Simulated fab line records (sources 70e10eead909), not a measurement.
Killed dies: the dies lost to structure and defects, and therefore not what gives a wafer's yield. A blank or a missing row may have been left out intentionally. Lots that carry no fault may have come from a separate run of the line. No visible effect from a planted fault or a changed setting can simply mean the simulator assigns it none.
Chamber matching || flow nand_harc || NHARC_A_STAIRCASE_DESCUM_168 on rie_diel-05 has 4 sister chambers
The step chemistry O2, time 3 s. 30 wafers are shown with their chamber, then 12 later ones without.

== WAFERS WITH THEIR CHAMBER ==
{"wafer": "L077.2", "chamber": 0, "drypump_motor_current_A (A)": 6.1, "showerhead_plenum_p_Torr (Torr)": 1.77, "oes_product_au (a.u.)": 0.998}
{"wafer": "L077.3", "chamber": 1, "drypump_motor_current_A (A)": 6.1, "showerhead_plenum_p_Torr (Torr)": 1.91, "oes_product_au (a.u.)": 0.994}
{"wafer": "L077.5", "chamber": 3, "drypump_motor_current_A (A)": 5.0, "showerhead_plenum_p_Torr (Torr)": 1.88, "oes_product_au (a.u.)": 1.015}
{"wafer": "L075.2", "chamber": 2, "drypump_motor_current_A (A)": 5.3, "showerhead_plenum_p_Torr (Torr)": 1.93, "oes_product_au (a.u.)": 0.998}
{"wafer": "L075.3", "chamber": 0, "drypump_motor_current_A (A)": 6.1, "showerhead_plenum_p_Torr (Torr)": 1.77, "oes_product_au (a.u.)": 0.994}
{"wafer": "L075.5", "chamber": 3, "drypump_motor_current_A (A)": 5.0, "showerhead_plenum_p_Torr (Torr)": 1.88, "oes_product_au (a.u.)": 1.006}
{"wafer": "L078.1", "chamber": 3, "drypump_motor_current_A (A)": 5.0, "showerhead_plenum_p_Torr (Torr)": 1.87, "oes_product_au (a.u.)": 1.012}
{"wafer": "L078.2", "chamber": 0, "drypump_motor_current_A (A)": 6.0, "showerhead_plenum_p_Torr (Torr)": 1.77, "oes_product_au (a.u.)": 0.996}
{"wafer": "L078.3", "chamber": 2, "drypump_motor_current_A (A)": 5.3, "showerhead_plenum_p_Torr (Torr)": 1.93, "oes_product_au (a.u.)": 1.001}
{"wafer": "L078.4", "chamber": 1, "drypump_motor_current_A (A)": 6.0, "showerhead_plenum_p_Torr (Torr)": 1.90, "oes_product_au (a.u.)": 0.998}
{"wafer": "L078.5", "chamber": 1, "drypump_motor_current_A (A)": 6.0, "showerhead_plenum_p_Torr (Torr)": 1.90, "oes_product_au (a.u.)": 1.005}
{"wafer": "L078.6", "chamber": 0, "drypump_motor_current_A (A)": 6.0, "showerhead_plenum_p_Torr (Torr)": 1.77, "oes_product_au (a.u.)": 0.997}
{"wafer": "L080.1", "chamber": 2, "drypump_motor_current_A (A)": 5.3, "showerhead_plenum_p_Torr (Torr)": 1.93, "oes_product_au (a.u.)": 1.004}
{"wafer": "L080.2", "chamber": 1, "drypump_motor_current_A (A)": 6.0, "showerhead_plenum_p_Torr (Torr)": 1.90, "oes_product_au (a.u.)": 0.997}
{"wafer": "L080.3", "chamber": 0, "drypump_motor_current_A (A)": 6.1, "showerhead_plenum_p_Torr (Torr)": 1.77, "oes_product_au (a.u.)": 0.996}
{"wafer": "L080.4", "chamber": 3, "drypump_motor_current_A (A)": 5.0, "showerhead_plenum_p_Torr (Torr)": 1.87, "oes_product_au (a.u.)": 1.005}
{"wafer": "L080.5", "chamber": 3, "drypump_motor_current_A (A)": 5.0, "showerhead_plenum_p_Torr (Torr)": 1.87, "oes_product_au (a.u.)": 1.022}
{"wafer": "L080.6", "chamber": 2, "drypump_motor_current_A (A)": 5.3, "showerhead_plenum_p_Torr (Torr)": 1.93, "oes_product_au (a.u.)": 1.004}
{"wafer": "L084.1", "chamber": 0, "drypump_motor_current_A (A)": 6.1, "showerhead_plenum_p_Torr (Torr)": 1.76, "oes_product_au (a.u.)": 1.001}
{"wafer": "L084.2", "chamber": 2, "drypump_motor_current_A (A)": 5.3, "showerhead_plenum_p_Torr (Torr)": 1.93, "oes_product_au (a.u.)": 0.999}
{"wafer": "L084.4", "chamber": 0, "drypump_motor_current_A (A)": 6.1, "showerhead_plenum_p_Torr (Torr)": 1.76, "oes_product_au (a.u.)": 1.007}
{"wafer": "L085.1", "chamber": 3, "drypump_motor_current_A (A)": 5.0, "showerhead_plenum_p_Torr (Torr)": 1.87, "oes_product_au (a.u.)": 0.999}
{"wafer": "L085.3", "chamber": 2, "drypump_motor_current_A (A)": 5.3, "showerhead_plenum_p_Torr (Torr)": 1.93, "oes_product_au (a.u.)": 1.000}
{"wafer": "L085.6", "chamber": 3, "drypump_motor_current_A (A)": 5.0, "showerhead_plenum_p_Torr (Torr)": 1.87, "oes_product_au (a.u.)": 1.010}
{"wafer": "L087.2", "chamber": 1, "drypump_motor_current_A (A)": 6.0, "showerhead_plenum_p_Torr (Torr)": 1.90, "oes_product_au (a.u.)": 1.007}
{"wafer": "L087.4", "chamber": 0, "drypump_motor_current_A (A)": 6.1, "showerhead_plenum_p_Torr (Torr)": 1.76, "oes_product_au (a.u.)": 0.996}
{"wafer": "L087.6", "chamber": 2, "drypump_motor_current_A (A)": 5.3, "showerhead_plenum_p_Torr (Torr)": 1.93, "oes_product_au (a.u.)": 1.015}
{"wafer": "L087.1", "chamber": 2, "drypump_motor_current_A (A)": 5.3, "showerhead_plenum_p_Torr (Torr)": 1.93, "oes_product_au (a.u.)": 1.010}
{"wafer": "L087.3", "chamber": 3, "drypump_motor_current_A (A)": 5.0, "showerhead_plenum_p_Torr (Torr)": 1.87, "oes_product_au (a.u.)": 0.998}
{"wafer": "L087.5", "chamber": 1, "drypump_motor_current_A (A)": 6.0, "showerhead_plenum_p_Torr (Torr)": 1.90, "oes_product_au (a.u.)": 0.993}

SIGNATURES, as means of the wafers listed above
{"reading": "drypump_motor_current_A", "chamber 0": 6.075, "chamber 1": 6.017, "chamber 2": 5.300, "chamber 3": 5.000, "scatter within a chamber": 0.03}
{"reading": "showerhead_plenum_p_Torr", "chamber 0": 1.7663, "chamber 1": 1.9017, "chamber 2": 1.9300, "chamber 3": 1.8725, "scatter within a chamber": 0.00402}
{"reading": "oes_product_au", "chamber 0": 0.99812, "chamber 1": 0.99900, "chamber 2": 1.00388, "chamber 3": 1.00838, "scatter within a chamber": 0.00616}
Rule: a wafer lies at a distance from a chamber equal to the root of the sum of squares, over the readings, of (its reading less the chamber's mean, divided by the reading's scatter). If the next closest chamber is less than 2 further off than the closest, the wafer can't be placed; otherwise it belongs to the closest. The scatter is the square root of a quotient: the sum, over the shown wafers, of each reading's squared deviation from its chamber's mean, divided by wafers minus chambers.

== WAFERS WHOSE CHAMBER IS MISSING ==
{"wafer": "L088.1", "drypump_motor_current_A (A)": 6.0, "showerhead_plenum_p_Torr (Torr)": 1.90, "oes_product_au (a.u.)": 1.007}
{"wafer": "L088.2", "drypump_motor_current_A (A)": 5.3, "showerhead_plenum_p_Torr (Torr)": 1.93, "oes_product_au (a.u.)": 1.008}
{"wafer": "L088.4", "drypump_motor_current_A (A)": 6.1, "showerhead_plenum_p_Torr (Torr)": 1.76, "oes_product_au (a.u.)": 1.004}
{"wafer": "L090.1", "drypump_motor_current_A (A)": 6.0, "showerhead_plenum_p_Torr (Torr)": 1.76, "oes_product_au (a.u.)": 1.000}
{"wafer": "L090.4", "drypump_motor_current_A (A)": 5.0, "showerhead_plenum_p_Torr (Torr)": 1.87, "oes_product_au (a.u.)": 0.996}
{"wafer": "L090.6", "drypump_motor_current_A (A)": 5.3, "showerhead_plenum_p_Torr (Torr)": 1.92, "oes_product_au (a.u.)": 1.007}
{"wafer": "L095.2", "drypump_motor_current_A (A)": 5.3, "showerhead_plenum_p_Torr (Torr)": 1.92, "oes_product_au (a.u.)": 1.010}
{"wafer": "L095.5", "drypump_motor_current_A (A)": 5.0, "showerhead_plenum_p_Torr (Torr)": 1.87, "oes_product_au (a.u.)": 0.996}
{"wafer": "L095.6", "drypump_motor_current_A (A)": 5.3, "showerhead_plenum_p_Torr (Torr)": 1.92, "oes_product_au (a.u.)": 1.002}
{"wafer": "L095.1", "drypump_motor_current_A (A)": 6.0, "showerhead_plenum_p_Torr (Torr)": 1.89, "oes_product_au (a.u.)": 0.995}
{"wafer": "L095.3", "drypump_motor_current_A (A)": 6.1, "showerhead_plenum_p_Torr (Torr)": 2.08, "oes_product_au (a.u.)": 1.003}
{"wafer": "L095.4", "drypump_motor_current_A (A)": 5.0, "showerhead_plenum_p_Torr (Torr)": 1.87, "oes_product_au (a.u.)": 0.997}

== WHICH CHAMBER EACH WENT THROUGH ==
{"wafer": "L088.1", "from the rows above": 1, "in truth": 1}
{"wafer": "L088.2", "from the rows above": 2, "in truth": 2}
{"wafer": "L088.4", "from the rows above": 0, "in truth": 0}
{"wafer": "L090.1", "from the rows above": 0, "in truth": 0}
{"wafer": "L090.4", "from the rows above": 3, "in truth": 3}
{"wafer": "L090.6", "from the rows above": 2, "in truth": 2}
{"wafer": "L095.2", "from the rows above": 2, "in truth": 2}
{"wafer": "L095.5", "from the rows above": 3, "in truth": 3}
{"wafer": "L095.6", "from the rows above": 2, "in truth": 2}
{"wafer": "L095.1", "from the rows above": 1, "in truth": 1}
{"wafer": "L095.3", "from the rows above": "can't be placed: 1 or 2", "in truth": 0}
{"wafer": "L095.4", "from the rows above": 3, "in truth": 3}
Placed correctly: 11 of 12. Not placeable from these rows: 1 (in 0, the candidates include the true chamber). 0 placed wrongly.
